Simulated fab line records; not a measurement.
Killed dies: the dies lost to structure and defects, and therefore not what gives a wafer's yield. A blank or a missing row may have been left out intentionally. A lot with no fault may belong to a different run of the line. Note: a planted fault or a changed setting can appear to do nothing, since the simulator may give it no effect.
Chamber matching | flow nandHarc | NHARC_A_BLC_STRIP_29 on rieDiel-01: 4 sister chambers
The step strips in CF4. 4 wafers are shown with their chamber, then 8 later ones without.

== EACH WAFER AND ITS CHAMBER ==
wafer  | chamber | drypumpMotorCurrentA (A)
L083.1 | 1       | 5.6
L083.6 | 2       | 4.9
L086.5 | 3       | 6.7
L087.1 | 0       | 5.1

== WAFERS WITH NO CHAMBER GIVEN ==
wafer  | drypumpMotorCurrentA (A)
L087.4 | 5.6
L087.6 | 5.1
L089.1 | 4.9
L089.4 | 5.5
L089.6 | 4.9
L095.1 | 6.8
L095.3 | 5.1
L095.6 | 6.8

== CHAMBER TAKEN BY EACH ==
wafer  | from the rows above | in truth
L087.4 | 1                   | 1
L087.6 | 0                   | 0
L089.1 | 2                   | 2
L089.4 | 1                   | 1
L089.6 | 2                   | 2
L095.1 | 3                   | 3
L095.3 | 0                   | 0
L095.6 | 3                   | 3
Placed correctly: 8 of 8. Number that these rows cannot place: 0. Placed wrongly: 0.
How it was worked out, from the rows above alone: a wafer's distance from a chamber is the root of the sum, over the readings, of the square of ((its reading less the chamber's mean) divided by the reading's scatter). If the next closest chamber is less than 2 further off than the closest, the wafer can't be placed; otherwise it belongs to the closest. Each chamber's mean is taken over the wafers shown for it. The scatter: with one shown wafer a chamber, the root of the mean of the squares of how far each hidden wafer lies from its nearest shown one.
